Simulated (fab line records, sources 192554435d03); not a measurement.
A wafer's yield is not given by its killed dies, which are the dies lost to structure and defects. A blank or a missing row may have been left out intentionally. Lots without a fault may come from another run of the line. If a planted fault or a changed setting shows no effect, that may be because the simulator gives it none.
3 desks, one fault :: flow n5 finfet :: numbers are kept per desk, each desk with only its own; the story behind them comes last

== THE DEFECT DESK ==
Per lot, the means of the sampled wafers with a number show what the inspections along the route counted. If a lot's mean is further than 4 standard deviations from the usual mean, the lot is out of limits and carries the mark OUT (the distance appears in the brackets).
Columns: A = raw defect count at N5_MIM_TOP_LITHO_INSPECT_12, usual 2.1
lot: L815
first seen here: day 11 14:50
A: 1.7

lot: L816
first seen here: day 12 02:40
A: 2.0

lot: L817
first seen here: day 12 14:15
A: 2.3

lot: L819
first seen here: day 13 02:34
A: 2.7

lot: L821
first seen here: day 13 21:20
A: 2.7

lot: L829
first seen here: day 15 11:20
A: 2.0

lot: L830
first seen here: day 16 02:29
A: 2.0

lot: L834
first seen here: day 16 12:56
A: 2.7

lot: L837
first seen here: day 17 12:39
A: 1.0

lot: L835
first seen here: day 18 02:19
A: 2.3

lot: L836
first seen here: day 18 04:08
A: 3.0

lot: L838
first seen here: day 18 21:56
A: 3.3
Result from this desk: across the 12 lots, nothing is out of limits.

== FROM THE METROLOGY DESK ==
What the gauges read for every lot (on any tool): the sampled wafers with a number, averaged. If a lot's mean is further than 4 standard deviations from the usual mean, the lot is out of limits and carries the mark OUT (the distance appears in the brackets).
Columns: A = MIM_TOP_OVL at N5_MIM_TOP_LITHO_OVL_MEAS_11, usual -1 nm
lot: L815
first seen here: day 11 14:48
A: -2

lot: L816
first seen here: day 12 02:39
A: 0

lot: L817
first seen here: day 12 14:13
A: -6

lot: L819
first seen here: day 13 02:32
A: -5

lot: L821
first seen here: day 13 21:18
A: -2

lot: L829
first seen here: day 15 11:18
A: -3

lot: L830
first seen here: day 16 02:27
A: 4

lot: L834
first seen here: day 16 12:55
A: -9

lot: L837
first seen here: day 17 12:38
A: 0

lot: L835
first seen here: day 18 02:18
A: -3

lot: L836
first seen here: day 18 04:06
A: 0

lot: L838
first seen here: day 18 21:55
A: -5
Result from this desk: across the 12 lots, nothing is out of limits.

== THE TOOL OWNER'S DESK: rie metal-02 ==
The tool's own readings at N5_MIM_TOP_ETCH_ETCH_00 (etches TiN in Cl2/BCl3, target depth 38.5 nm): means of the sampled wafers that have a number, for each lot that ran on this tool. If a lot's mean is further than 4 standard deviations from the usual mean, the lot is out of limits and carries the mark OUT (the distance appears in the brackets).
Columns: A = drypump motor current A at N5_MIM_TOP_ETCH_ETCH_00, usual 5.5 A; B = mfc cl2 sccm at N5_MIM_TOP_ETCH_ETCH_00, usual 53.25 sccm; C = oes product au at N5_MIM_TOP_ETCH_ETCH_00, usual 0.83 a.u.; D = rf fwd power W at N5_MIM_TOP_ETCH_ETCH_00, usual 994 W; E = throttle valve pct at N5_MIM_TOP_ETCH_ETCH_00, usual 22.7 %
lot: L815
first seen here: day 11 15:02
A: 6.1
B: 53.35
C: 0.95
D: 997
E: 22.7

lot: L819
first seen here: day 13 02:41
A: 6.0
B: 52.99
C: 0.90
D: 995
E: 22.4

lot: L829
first seen here: day 15 11:29
A: 6.0
B: 63.26 (+56) OUT
C: 0.89
D: 994
E: 23.6

lot: L830
first seen here: day 16 02:39
A: 6.0
B: 59.88 (+37) OUT
C: 0.87
D: 995
E: 23.2
This desk finds L829, L830 out of limits, L829 being first, at day 15 11:29 (mfc cl2 sccm at N5_MIM_TOP_ETCH_ETCH_00). In limits: L815, L819.

== PUT TOGETHER ==
At day 15 11:29, on L829, L830, the tool owner's desk was in a position to raise an alarm.
Nothing the defect desk looked at was out of limits.
At the metrology desk, nothing out of limits was observed.
The defect desk has L829, L830 on record, within its limits.
The metrology desk has L829, L830 on record, within its limits.
Of the lots named, all ran N5_MIM_TOP_ETCH_ETCH_00 on rie metal-02.

== WHAT THE SIMULATOR HAD INSERTED ==
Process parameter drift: rie metal-02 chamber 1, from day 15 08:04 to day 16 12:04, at N5_MIM_TOP_ETCH_ETCH_00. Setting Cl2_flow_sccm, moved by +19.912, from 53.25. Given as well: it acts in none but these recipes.
Lots struck among those shown: L829, L830.
How many hours passed from the start of the fault until each desk's first out-of-limits reading: the tool owner's desk, 3.
